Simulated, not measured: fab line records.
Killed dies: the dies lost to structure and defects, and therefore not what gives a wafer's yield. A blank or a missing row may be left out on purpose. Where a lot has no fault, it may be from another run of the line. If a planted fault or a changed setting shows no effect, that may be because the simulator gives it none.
8D (eight disciplines) problem report, filled in by code	flow n5_finfet	the parts of the form that need people (team, actions taken, sign-off) are left out

1. WHAT IS WRONG
Mean of run_length_s at N5_BEOL_M4_CVD_47: 436.6 s across 4 wafers in 3 lots; on wafers with no fault it is 246.9 s (standard deviation 0.54). That is +99 or more standard deviations from the usual mean.
The step: deposits Co from CCTBA/H2, target thk 3 nm, time 223.8 s.
First observed at day 10 15:09: wafer L337.5, on cvd_co-02. At this step, 33 wafers from 12 lots have a number in the record. Rule for "out", or "out of limits": more than 4 standard deviations from the usual mean. Any other wafer with a number is counted as sound.

2. WHAT IT IS AND WHAT IT IS NOT
question	is	is not
which readings at this step	run_length_s	-
which lots	L337, L339, L343	L327, L332, L333, L334, L335, L336, L338, L346, L349
which wafers of those lots	L337.5, L339.3, L343.3, L343.5	L337.1, L337.6, L339.1
read on which tools	cvd_co-02	cvd_co-01
when	from day 10 15:09	up to then (19 sound wafers); but 10 sound wafers of L338, L339, L346, L349 came after

3. THE SUSPECTS, EACH WITH WHAT RULES IT OUT
Counting: if a tool at a process step up to the reading ran every lot that is out, it stays a suspect. Sound lots after the first of them don't rule it out here, since some wafers of a struck lot are sound.
- cvd_co-02 at N5_BEOL_M4_CVD_47 (deposits Co from CCTBA/H2, target thk 3 nm, time 223.8 s): kept. Ran every lot that is out, first one L337 (day 10 15:09); last sound lot up to then L335 (day 10 07:58). Its own readings are out on those wafers: run_length_s.
Remaining after the count: cvd_co-02 at N5_BEOL_M4_CVD_47.

4. THE CAUSE (what the simulator had put in)
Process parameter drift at N5_BEOL_M4_CVD_47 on cvd_co-02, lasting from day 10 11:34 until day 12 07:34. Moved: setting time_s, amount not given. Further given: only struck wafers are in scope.
After counting, this tool was the only one left.

5. SEQUENCE OF EFFECTS, ordered by route
Each row: a reading where the mean over the struck wafers with a number is more than 3 standard deviations away from the usual. Scope: only readings with a usual standard deviation given in the record; hours: median across lots of the time from each lot's start at the first step in this table that gives one to its start at this step; sigmas: change in usual standard deviations.
hours	step	reading	usual	on struck wafers	change	sigmas
0	N5_BEOL_M4_CVD_47	run_length_s	246.9 s	436.6	+189.7	+99 or more
The process steps in it:
- N5_BEOL_M4_CVD_47: deposits Co from CCTBA/H2, target thk 3 nm, time 223.8 s.
At these later measuring or inspecting steps, every struck wafer for which the step has a row has a number for every such reading, and none has moved that far: N5_BEOL_M4_RC_MEAS_101.

6. HOW IT WOULD HAVE BEEN CAUGHT EARLIER
4 hours passed between the start of the fault at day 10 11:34 and the first reading out of limits in this record, taken at day 10 15:09.
